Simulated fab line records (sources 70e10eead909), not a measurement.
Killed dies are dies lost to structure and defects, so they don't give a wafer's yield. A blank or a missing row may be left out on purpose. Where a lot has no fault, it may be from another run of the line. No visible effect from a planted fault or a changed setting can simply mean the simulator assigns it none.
Struck lot and sound lot, side by side / flow nandHarc / 32 out of 1159 route steps
Sound: wafers L959.4, L959.5, L959.6. Struck: wafer L969.4 (left out: L969.3, a lot-mate that was not struck); the cause follows at the end.
At each step with rows: each side's tool, then ch and its chambers, then its first start. Under that, the readings that differ: sound wafers / struck wafers / difference of the means / sigmas: that difference in standard deviations of wafers without a fault.
alike: a reading whose means differ by less than 2 such deviations, as well as words and numbers matching on both sides. not compared: withheld readings; readings where some wafer has no value; bounds like >300 that might hide an equal value; numbers whose values overlap and for which the record gives no deviation.
A row with sigmas, a row that says differs or no value, or rows on one side alone: a step with any of these is where the two part. Numbers that have no deviation but don't overlap get no sigmas and don't part them. A reading that every wafer of one side lacks parts them only if that side has two wafers or more.

first, 10 steps without rows for these wafers: NHARC_A_CHANNEL_HOLE_D1_DEP_00 (deposits aC, target thk 3100 nm); NHARC_A_CHANNEL_HOLE_D1_DEP_01 (deposits SiON, target thk 140 nm); NHARC_A_CHANNEL_HOLE_D1_DEHYDRATE_02 (time 120 s); NHARC_A_CHANNEL_HOLE_D1_HMDS_03 (time 30 s); NHARC_A_CHANNEL_HOLE_D1_COAT_36 (time 75 s); NHARC_A_CHANNEL_HOLE_D1_COAT_37 (time 65 s); NHARC_A_CHANNEL_HOLE_D1_COAT_04 (resist thk 90 nm); NHARC_A_CHANNEL_HOLE_D1_SOFTBAKE_05 (time 55 s); NHARC_A_CHANNEL_HOLE_D1_EBR_06; NHARC_A_CHANNEL_HOLE_D1_EXPOSE_07 (exposes mask HOLE D1, target cd 100 nm).
NHARC_A_CHANNEL_HOLE_D1_PEB_08: peb time 65 s.
  sound on lithoTrack-01 ch 0, day 9 02:41; struck on lithoTrack-01 ch 0, day 11 06:50
reading=heaterPowerTotalW (W); sound=156.2 156.7 156.3; struck=166.0; difference=+9.6; sigmas=+22
then, 1 step without rows for these wafers: NHARC_A_CHANNEL_HOLE_D1_DEVELOP_09 (develop time 35 s).
NHARC_A_CHANNEL_HOLE_D1_CD_MEAS_10: target cd 100 nm.
  sound on cdSem-03 ch 0, day 9 02:47; struck on cdSem-01 ch 0, day 11 06:55
reading=cdNm (nm); sound=99.8 100.8 100.4; struck=98.1; difference=-2.2; sigmas=-3
NHARC_A_CHANNEL_HOLE_D1_DESCUM_15: chemistry O2, time 3 s.
  sound on rieDiel-13 ch 1,2,3, day 9 02:59; struck on rieDiel-13 ch 3, day 11 07:05
reading=model.A_CHANNEL_HOLE_D1.cdNm (nm); sound=99.05 101 100.2; struck=97.44; difference=-2.64; sigmas=
  alike: drypumpMotorCurrentA, oesProductAu, rfVppV, showerheadPlenumPTorr, throttleValvePct
  not compared: rfHoursCounterH
then, 16 steps without rows for these wafers: NHARC_A_CHANNEL_HOLE_D1_ETCH_38 (etches the open film in CF4, target depth 39 nm, time 65 s); NHARC_A_CHANNEL_HOLE_D1_ETCH_39 (etches the open film in N2/H2, target depth 260 nm, time 325 s); NHARC_A_CHANNEL_HOLE_D1_ETCH_34 (etches the open film in CF4/CHF3, target depth 154 nm, time 77 s); NHARC_A_CHANNEL_HOLE_D1_ETCH_16 (etches the open film in O2/COS, target depth 3100 nm, time 806 s); NHARC_A_CHANNEL_HOLE_D1_ETCH_19 (etches the open film in C4F8/O2/Ar, time 34.5 s); NHARC_A_CHANNEL_HOLE_D1_ETCH_20 (etches the open film in C4F8/O2/Ar, time 361.9 s, target depth 1600 nm); NHARC_A_CHANNEL_HOLE_D1_ETCH_21 (etches the open film in C4F8/O2/Ar, time 514.3 s, target depth 1600 nm); NHARC_A_CHANNEL_HOLE_D1_ETCH_22 (etches the open film in C4F8/O2/Ar, time 666.7 s, target depth 1600 nm); NHARC_A_CHANNEL_HOLE_D1_ETCH_23 (etches the open film in C4F8/O2/Ar, time 819 s, target depth 1600 nm); NHARC_A_CHANNEL_HOLE_D1_ETCH_24 (etches the open film in C4F8/O2/Ar, time 906.2 s, target depth 1500 nm); NHARC_A_CHANNEL_HOLE_D1_ETCH_25 (etches the open film in C4F8/O2/Ar, time 1040.2 s, target depth 1500 nm); NHARC_A_CHANNEL_HOLE_D1_ETCH_26 (etches the open film in C4F8/O2/Ar, time 224.1 s, target depth 300 nm); NHARC_A_CHANNEL_HOLE_D1_ETCH_33 (etches the open film in C4F8/O2/Ar, time 90 s, target depth 400 nm); NHARC_A_CHANNEL_HOLE_D1_STRIP_41 (strips in N2/H2); NHARC_A_CHANNEL_HOLE_D1_STRIP_42 (strips in CF4/CHF3); NHARC_A_CHANNEL_HOLE_D1_STRIP_43 (strips in O2/COS).
NHARC_A_CHANNEL_HOLE_D1_ETCH_44: etches the open film in CF4/O2, target depth 140 nm, overetch 14 nm, time 77 s.
  sound on rieDiel-11 ch 2,3, day 9 08:55; struck on rieDiel-13 ch 3, day 11 13:01
reading=oes_ar_750_au (a.u.); sound=0.995 1.001 0.995; struck=1.012; difference=+0.015; sigmas=+3
reading=showerheadPlenumPTorr (Torr); sound=1.38 1.38 1.36; struck=1.24; difference=-0.13; sigmas=-2
reading=model.A_CHANNEL_HOLE_D1.cdNm (nm); sound=89.2 90.12 92.69; struck=86.69; difference=-3.98; sigmas=
  alike: drypumpMotorCurrentA, oesProductAu, rfVppV, throttleValvePct
  not compared: rfHoursCounterH
then, 1 step without rows for these wafers: NHARC_A_CHANNEL_HOLE_D1_STRIP_27 (strips in O2).

WHERE THEY PART
At NHARC_A_CHANNEL_HOLE_D1_PEB_08 first; at NHARC_A_CHANNEL_HOLE_D1_ETCH_44 last (within this record only).

WHY: what had been put in by the simulator
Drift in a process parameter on lithoTrack-01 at NHARC_A_CHANNEL_HOLE_D1_PEB_08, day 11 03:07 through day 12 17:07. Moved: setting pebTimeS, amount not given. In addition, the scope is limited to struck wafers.
